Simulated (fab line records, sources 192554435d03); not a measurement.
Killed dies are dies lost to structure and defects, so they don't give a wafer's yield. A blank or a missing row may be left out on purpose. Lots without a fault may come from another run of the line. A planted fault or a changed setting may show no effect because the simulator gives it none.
Which tool did it? | flow n5_finfet | 12 lots, 36 wafers sampled, at 1 step of a route of 1938

WHAT THE GAUGES READ, wafer by wafer
N5_BEOL_M0_CUTY_CD_MEAS_57: target cd 200 nm.
lot  | measured     | on        | cd_nm (nm)
L075 | day 6 04:41  | cd_sem-03 | 200.7 200.8 200.9
L077 | day 7 06:24  | cd_sem-03 | 200.5 201.0 199.9
L079 | day 7 07:40  | cd_sem-02 | 199.7 200.5 200.6
L081 | day 7 15:44  | cd_sem-01 | 201.7 201.3 201.4
L083 | day 8 00:16  | cd_sem-03 | 198.6 200.1 200.6
L085 | day 8 15:24  | cd_sem-01 | 199.2 198.3 199.2
L087 | day 9 04:32  | cd_sem-01 | 201.1 200.4 200.9
L089 | day 9 12:14  | cd_sem-01 | 199.6 199.2 199.6
L091 | day 9 21:35  | cd_sem-02 | 201.7 200.7 199.6
L093 | day 10 13:18 | cd_sem-01 | 199.0 198.9 199.7
L095 | day 10 23:49 | cd_sem-03 | 200.7 200.4 201.2
L097 | day 11 09:57 | cd_sem-03 | 200.5 199.9 199.2

WHICH TOOL RAN EACH LOT (tool, then ch and the chambers of the sampled wafers, then the start)
The record holds no process step before these readings.

THE ANSWER, worked out from the rows above alone
Rule: what is usual is taken from the lots themselves. Put in order of their means at a reading, lots are off if they are a third of the lots or fewer, leave a main group of 4 or more, and stand apart from it by a gap of 3 or more times the standard deviation of the main group's means; of several such gaps the widest counts. A main group whose means are all the same, to the digits that the tables above print for the reading, isn't used. A lot without any number at a reading at which 4 lots or more have one is off too. The other lots that the step has rows for count as sound.
No lot is off at any reading shown: from this, nothing can be told.

WHAT THE SIMULATOR HAD PUT IN
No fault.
